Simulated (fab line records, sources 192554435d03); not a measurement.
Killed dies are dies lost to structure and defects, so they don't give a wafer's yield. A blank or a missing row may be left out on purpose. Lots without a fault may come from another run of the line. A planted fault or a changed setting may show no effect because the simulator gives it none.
fab line records | flow n5_finfet
record lots=10 wafers=30 last_day=18
route steps=1938 shown BEOL_M12@1614 PASSIVATION@1936
lots that met no fault: from a run of the same line without faults
start_h: hours from the record's first day to the start of the lot's first wafer shown | wait_h: hours since the lot's step before | " the same as in the row above | L1.1+2: a row that stands for several wafers | - no value, or no start given | * or withheld: withheld | < > ~ a bound
route shown NAME@n: a module of which the file shows steps, and the number in the route of the first | usual: mean/standard deviation of fault-free wafers | same: alike in all rows | chamber/n: place in a boat | sites: the reading at each site | _std_site: their standard deviation | _edge_site: outer sites' mean less inner sites' | radius_mm: how far each site lies from the wafer's centre | mask NAME#n: copy n | behind: the tool/chamber that last shaped the wafer | hold: why the lot was held/for how many hours/how that ended | device: the transistor (n, p or np) that didn't switch | end of line: the same wafers' tests at the end of the route | a step without rows: its recipe alone | killed: dies lost to structure and defects at the first sort, not the wafer's yield | map: a wafer's dies, x killed, . not, _ none there
set.NAME: the setting as run; set.NAME@STEP: as run at that earlier step | model.NAME: the simulator's own value behind a step, which no gauge read
steps of the route over a sample of lots; a table a step, a row a wafer
services: from which hour (start_h, from the record's first day; less than 0 if before it) a tool's chamber was out of use, for how many hours, and why
## steps
# step N5_BEOL_M12_INSPECT_12
# recipe mode=adi inspect_instrument=macro
# usual raw_defect_count=2.2/1.5
# columns lot.wafer tool chamber start_h wait_h raw_defect_count
L610.2 defect_inspect-01 - 253.94 0.0 2
L610.3 " - " " 2
L610.5 " - " " 3
L611.1 defect_inspect-01 - 270.63 0.0 4
L611.2 " - " " 1
L611.5 " - " " 5
L612.1 defect_inspect-01 - 270.79 0.0 3
L612.2 " - " " 1
L612.5 " - " " 5
L613.1 defect_inspect-02 - 270.97 0.0 2
L613.4 " - " " 3
L613.6 " - " " 0
L619.1 defect_inspect-01 - 299.15 0.0 2
L619.3 " - " " 2
L619.6 " - " " 2
L618.1 defect_inspect-02 - 307.46 0.0 2
L618.3 " - " " 3
L618.4 " - " " 0
L627.4 defect_inspect-02 - 352.78 0.0 0
L627.5 " - " " 1
L627.6 " - " " 1
L628.2 defect_inspect-02 - 357.07 0.0 0
L628.4 " - " " 4
L628.5 " - " " 6
L629.2 defect_inspect-02 - 368.41 0.0 2
L629.4 " - " " 1
L629.6 " - " " 2
L632.4 defect_inspect-02 - 385.05 0.0 1
L632.5 " - " " 7
L632.6 " - " " 2
# step N5_BEOL_M12_ETCH_67
# recipe chemistry=CF4 target=SiARC target_depth_a=1430 time_s=238.3 ion_energy_ev=80 pressure_mtorr=40 source_w=545 bias_w=36 Ar_flow_sccm=100 cf4_flow_sccm=100 ends=cleared
# usual drypump_motor_current_A=5.9/0.56 etch_rf_on_time_s=238/5.5 oes_product_au=0.68/0.078 rf_fwd_power_W=543.1/1.6 rf_vpp_V=184.4/1.3 showerhead_plenum_p_Torr=2.18/0.077 throttle_valve_pct=15.53/0.23
# columns lot.wafer tool chamber start_h wait_h drypump_motor_current_A etch_rf_on_time_s oes_product_au rf_fwd_power_W rf_hours_counter_h rf_vpp_V showerhead_plenum_p_Torr throttle_valve_pct
L610.2 rie_diel-02 2 254.92 0.0 5.7 233 0.68 541.9 111 183.9 2.14 15.55
L610.3 " 1 " " 6.5 239 0.75 541.5 46 185.9 2.27 15.30
L610.5 " 1 " " 6.5 241 0.75 545.2 - 184.6 2.27 15.32
L611.1 rie_diel-05 2 271.95 0.0 5.5 241 0.59 541.9 219 185.0 2.21 15.86
L611.2 " 1 " " 6.5 240 0.59 545.2 241 183.4 2.10 15.38
L611.5 " 1 " " 6.5 239 0.59 542.1 - 184.3 2.10 15.36
L612.1 rie_diel-05 1 272.43 0.0 6.5 241 0.59 543.7 241 183.9 2.10 15.40
L612.2 " 2 " " 5.6 245 0.58 540.2 219 185.8 2.21 15.88
L612.5 " 3 " " 6.2 233 0.82 543.5 - 185.3 2.28 15.22
L613.1 rie_diel-01 3 272.64 0.0 5.1 238 0.69 542.5 85 184.4 2.09 15.42
L613.4 " 1 " " 6.2 231 0.68 541.2 126 184.8 2.23 15.63
L613.6 " 2 " " 4.9 241 0.59 542.9 - 181.5 2.03 15.65
L619.1 rie_diel-01 1 301.07 0.0 6.1 228 0.68 543.9 137 186.1 2.23 15.62
L619.3 " 3 " " 5.1 235 0.68 542.7 93 182.9 2.09 15.45
L619.6 " 0 " " 6.8 246 0.60 543.0 - 184.7 2.13 15.82
L618.1 rie_diel-05 2 308.57 0.0 5.6 249 0.57 542.9 233 184.9 2.20 15.89
L618.3 " 3 " " 6.2 237 0.78 544.3 23 186.2 2.27 15.25
L618.4 " 2 " " 5.6 248 0.57 544.7 - 184.2 2.20 15.89
L627.4 rie_diel-02 0 354.66 0.0 6.2 242 0.81 542.0 3 184.6 2.20 15.00
L627.5 " 1 " " 6.5 240 0.70 542.2 - 186.3 2.26 15.37
L627.6 " 0 " " 6.2 241 0.80 542.4 - 184.9 2.20 15.00
L628.2 rie_diel-02 3 358.05 0.0 6.0 230 0.73 544.7 89 185.4 2.26 15.75
L628.4 " 0 " " 6.3 241 0.81 539.8 5 183.7 2.20 14.99
L628.5 " 1 " " 6.5 237 0.71 543.2 - 185.0 2.25 15.37
L629.2 rie_diel-02 0 369.77 0.0 6.2 241 0.80 542.4 8 185.5 2.20 15.01
L629.4 " 3 " " 5.9 234 0.71 542.7 92 185.5 2.26 15.76
L629.6 " 2 " " 5.7 234 0.65 542.7 - 184.4 2.13 15.63
L632.4 rie_diel-02 1 386.17 0.0 6.5 240 0.70 545.3 94 185.6 2.25 15.40
L632.5 " 3 " " 6.0 233 0.71 542.8 - 185.0 2.26 15.77
L632.6 " 0 " " 6.3 243 0.77 545.1 - 184.5 2.19 15.01
# step N5_BEOL_M12_ETCH_68
# recipe chemistry=N2/H2 target=SOC mask_material=SiARC source_w=3000 bias_w=350 temp_c=40 time_s=285 ion_energy_ev=200 pressure_mtorr=30 n2_flow_sccm=200 h2_flow_sccm=200
# usual drypump_motor_current_A=5.9/0.56 oes_product_au=0.80/0.091 rf_fwd_power_W=2993/9.1 rf_vpp_V=525.0/2.6 run_length_s=308.5/0.41 showerhead_plenum_p_Torr=2.59/0.091 temp_c=40.01/0.098 throttle_valve_pct=17.70/0.27
# columns lot.wafer tool chamber start_h wait_h drypump_motor_current_A oes_product_au rf_fwd_power_W rf_hours_counter_h rf_vpp_V run_length_s showerhead_plenum_p_Torr temp_c throttle_valve_pct
L610.2 rie_diel-02 2 255.07 0.1 5.7 0.78 2999 111 522.9 308.3 2.57 39.93 17.98
L610.3 " 1 " " 6.5 0.89 3004 46 528.5 308.9 2.70 39.92 17.43
L610.5 " 1 " " 6.5 0.87 3011 - 527.0 308.8 2.70 40.05 17.43
L611.1 rie_diel-05 2 272.09 0.1 5.6 0.69 3001 219 524.1 308.5 2.62 40.04 18.10
L611.2 " 1 " " 6.5 0.69 3001 241 521.6 308.5 2.52 39.87 17.56
L611.5 " 1 " " 6.5 0.69 2996 - 522.0 308.5 2.52 39.94 17.55
L612.1 rie_diel-05 1 272.58 0.1 6.5 0.69 3004 241 522.7 308.3 2.52 39.94 17.57
L612.2 " 2 " " 5.6 0.69 3004 219 526.7 309.0 2.62 39.93 18.10
L612.5 " 3 " " 6.3 0.96 3000 - 527.3 308.3 2.71 39.98 17.43
L613.1 rie_diel-01 3 272.79 0.1 5.1 0.81 2989 85 521.2 308.5 2.47 40.08 17.50
L613.4 " 1 " " 6.2 0.79 2988 127 528.0 308.0 2.67 39.85 17.92
L613.6 " 2 " " 4.9 0.69 2976 - 520.0 309.0 2.42 39.94 17.92
L619.1 rie_diel-01 1 301.22 0.1 6.2 0.78 2962 137 525.8 307.8 2.66 40.03 17.92
L619.3 " 3 " " 5.1 0.80 2998 93 521.4 308.5 2.47 39.91 17.52
L619.6 " 0 " " 6.8 0.70 3000 - 524.8 417.4 2.50 39.91 17.80
L618.1 rie_diel-05 2 308.72 0.1 5.6 0.68 2994 233 524.8 308.9 2.61 40.01 18.12
L618.3 " 3 " " 6.2 0.91 2998 23 527.0 308.0 2.70 40.08 17.45
L618.4 " 2 " " 5.6 0.68 2989 - 524.8 308.6 2.61 39.95 18.11
L627.4 rie_diel-02 0 354.80 0.1 6.2 0.94 2998 4 525.6 308.2 2.60 40.00 17.04
L627.5 " 1 " " 6.5 0.82 2980 - 528.0 308.4 2.68 39.74 17.49
L627.6 " 0 " " 6.2 0.94 2986 - 527.7 308.1 2.60 40.17 17.05
L628.2 rie_diel-02 3 358.19 0.1 6.0 0.84 2991 89 527.0 308.2 2.67 40.03 17.72
L628.4 " 0 " " 6.3 0.94 3001 5 525.6 308.1 2.60 39.87 17.06
L628.5 " 1 " " 6.6 0.82 3003 - 527.5 308.5 2.68 39.98 17.50
L629.2 rie_diel-02 0 369.92 0.1 6.2 0.93 2978 9 524.7 308.7 2.60 40.24 17.05
L629.4 " 3 " " 6.0 0.84 3008 92 527.5 307.8 2.67 39.99 17.74
L629.6 " 2 " " 5.7 0.75 2984 - 524.1 308.3 2.55 40.10 18.03
L632.4 rie_diel-02 1 386.32 0.1 6.6 0.81 2991 94 528.1 308.8 2.68 40.11 17.50
L632.5 " 3 " " 6.0 0.83 2996 - 526.3 308.0 2.66 40.00 17.76
L632.6 " 0 " " 6.3 0.91 3002 - 525.5 308.4 2.59 39.97 17.05
# step N5_BEOL_M12_DEGAS_41
# recipe ambient=vacuum temp_c=250 time_s=60
# usual heater_power_w=327/33
# columns lot.wafer tool chamber start_h wait_h heater_power_w
L610.2 pvd_sputter-02 - 260.83 0.5 302
L610.3 " - " " 342
L610.5 " - " " 332
L611.1 pvd_sputter-01 - 277.45 0.3 424
L611.2 " - " " 337
L611.5 " - " " 418
L612.1 pvd_sputter-02 - 277.46 0.2 347
L612.2 " - " " 337
L612.5 " - " " 351
L613.1 pvd_sputter-02 - 277.78 0.4 287
L613.4 " - " " 348
L613.6 " - " " 333
L619.1 pvd_sputter-03 - 305.12 0.4 312
L619.3 " - " " 360
L619.6 " - " " 290
L618.1 pvd_sputter-01 - 311.53 1.8 337
L618.3 " - " " 335
L618.4 " - " " 326
L627.4 pvd_sputter-02 - 355.49 0.0 343
L627.5 " - " " 294
L627.6 " - " " 347
L628.2 pvd_sputter-03 - 365.58 0.0 352
L628.4 " - " " 305
L628.5 " - " " 309
L629.2 pvd_sputter-01 - 371.72 0.3 325
L629.4 " - " " 342
L629.6 " - " " 352
L632.4 pvd_sputter-03 - 393.50 0.3 297
L632.5 " - " " 308
L632.6 " - " " 290
# step N5_PASSIVATION_PROBE_49
# usual defect_limited_yield=91.2/1.5 killed_at_M0_to_M3=33/9.6 killed_at_M4_up=14/5.6 killed_at_contacts=14/5.5 killed_at_front_end=40/13 killed_at_other=4/3 killed_dies=104/17 killed_open=68/13 killed_short=33/7.2 sort_bin_5_function=5.2/0.95 sort_bin_6_memory=3.3/0.62 sort_n_pass=1076/17 sort_yield_pct=91.2/1.5
# same gross_dies=1180 killed_at_back_side=0 sort_bin_4_leakage[%]=0 sort_bin_8_speed[%]=0
# columns lot.wafer tool chamber start_h wait_h defect_limited_yield[%] killed_at_M0_to_M3 killed_at_M4_up killed_at_contacts killed_at_front_end killed_at_other killed_dies killed_open killed_short sort_bin_5_function[%] sort_bin_6_memory[%] sort_n_pass sort_yield_pct[%]
L628.2 prober-01 - 400.12 0.1 90.1 39 17 15 44 2 117 79 36 6.0 3.8 1063 90.1
L628.4 prober-01 - 400.22 0.2 92.3 29 7 10 42 3 91 59 31 4.5 2.9 1089 92.3
L628.5 prober-01 - 400.27 0.2 89.3 48 12 9 55 2 126 78 45 6.3 4.1 1054 89.3
L629.4 prober-02 - 409.64 0.2 87.6 53 16 15 62 0 146 103 41 7.1 4.8 1034 87.6
L632.4 prober-01 - 429.20 0.2 93.9 29 10 11 17 5 72 41 31 3.5 2.5 1108 93.9
L632.5 prober-01 - 429.25 0.2 91.9 40 12 11 23 9 95 53 40 5.3 2.3 1085 91.9
L632.6 prober-01 - 429.30 0.3 93.0 37 6 7 31 2 83 57 24 4.1 2.5 1097 93.0
# killed by level:class
L628.2 FIN_SAQP:geometric_particle:open=12 MOL_CONTACT_COAG:geometric_particle:open=12 BEOL_M0_SAQP:geometric_particle:open=9 BEOL_M3:geometric_particle:open=9 BEOL_M0_SAQP:geometric_particle:short=8 BEOL_M4:geometric_particle:open=8 FIN_SAQP:geometric_particle:short=7 STI_FIN_REVEAL:geometric_particle:open=6
L628.4 FIN_SAQP:geometric_particle:open=13 MOL_CONTACT_COAG:geometric_particle:open=8 BEOL_M3:geometric_particle:open=8 FIN_SAQP:geometric_particle:short=7 STI_FIN_REVEAL:geometric_particle:open=7 BEOL_M0_SAQP:geometric_particle:open=6 BEOL_M0_SAQP:geometric_particle:short=4 STARTING-WAFER:geometric_particle:short=4
L628.5 BEOL_M0_SAQP:geometric_particle:open=16 FIN_SAQP:geometric_particle:short=15 BEOL_M0_SAQP:geometric_particle:short=12 STI_FIN_REVEAL:geometric_particle:open=9 DUMMY_GATE:geometric_particle:open=9 BEOL_M2:geometric_particle:open=8 FIN_SAQP:geometric_particle:open=7 MOL_CONTACT_COAG:geometric_particle:open=7
L629.4 STI_FIN_REVEAL:geometric_particle:open=34 MOL_CONTACT_COAG:geometric_particle:open=13 BEOL_M2:geometric_particle:open=12 BEOL_M3:geometric_particle:open=11 BEOL_M0_SAQP:geometric_particle:short=10 FIN_SAQP:geometric_particle:open=8 BEOL_M0_SAQP:geometric_particle:open=8 STI_FIN_REVEAL:geometric_particle:short=7
L632.4 BEOL_M0_SAQP:geometric_particle:open=8 BEOL_M0_SAQP:geometric_particle:short=6 MOL_CONTACT_COAG:geometric_particle:open=6 MOL_CONTACT_COAG:geometric_particle:short=5 BEOL_M2:geometric_particle:open=5 GATE_CUT:geometric_particle:short=3 BEOL_M0:geometric_particle:open=3 BEOL_M1:geometric_particle:open=3
L632.5 BEOL_M0_SAQP:geometric_particle:short=18 MOL_CONTACT_COAG:geometric_particle:open=7 BEOL_M2:geometric_particle:open=7 DUMMY_GATE:geometric_particle:open=5 BEOL_M0_SAQP:geometric_particle:open=5 BEOL_M4:geometric_particle:open=5 MIM_TOP_ETCH:geometric_particle:short=4 FIN_SAQP:geometric_particle:short=3
L632.6 FIN_SAQP:geometric_particle:open=11 BEOL_M0_SAQP:geometric_particle:open=9 BEOL_M1:geometric_particle:open=8 FIN_SAQP:geometric_particle:short=7 BEOL_M2:geometric_particle:open=7 MOL_CONTACT_COAG:geometric_particle:open=6 BEOL_M0_SAQP:geometric_particle:short=5 BEOL_M3:geometric_particle:open=4
## services
# columns tool chamber start_h hours kind
rie_diel-05 2 248.35 14.3 repair
rie_diel-01 2 252.54 8.2 repair
rie_diel-05 1 297.02 - clean
rie_diel-05 1 297.02 - consumable_replace:focus_ring
rie_diel-05 1 297.02 22.1 scheduled_down
rie_diel-05 1 297.02 22.1 vent_cycle
pvd_sputter-02 - 305.59 2.2 repair
rie_diel-02 2 306.72 4.8 repair
rie_diel-02 0 313.32 - clean
rie_diel-02 0 313.32 - consumable_replace:focus_ring
rie_diel-02 0 313.32 30.2 scheduled_down
rie_diel-02 0 313.32 30.2 vent_cycle
rie_diel-02 3 317.48 4.5 repair
pvd_sputter-01 - 326.95 3.2 repair
rie_diel-02 3 329.20 11.3 repair
rie_diel-02 2 332.84 7.0 repair
rie_diel-01 3 344.13 12.7 repair
rie_diel-05 2 350.55 - clean
rie_diel-05 2 350.55 - consumable_replace:focus_ring
rie_diel-05 2 350.55 14.7 scheduled_down
pvd_sputter-02 - 360.36 9.0 repair
pvd_sputter-02 - 373.64 2.1 repair
rie_diel-02 0 379.82 4.5 repair
rie_diel-05 1 389.81 22.9 repair
## key
first_sign step=N5_BEOL_M12_ETCH_68 reading=run_length_s direction=up sigmas=99+ usual=* struck=*
effect none on later readings
met_at N5_BEOL_M12_ETCH_68
struck_lots L619
struck_wafers L619.6
not_acting_at N5_BEOL_M12_INSPECT_12,N5_BEOL_M12_ETCH_67,N5_BEOL_M12_DEGAS_41
onset_between 272.79 301.22
fault kind=process_parameter_drift tool=rie_diel-01 chamber=- onset_h=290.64 steps=N5_BEOL_M12_ETCH_68 channel=time_s offset=* shape=step end_h=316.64 scope=struck_wafers_only acts_in=* stated=*
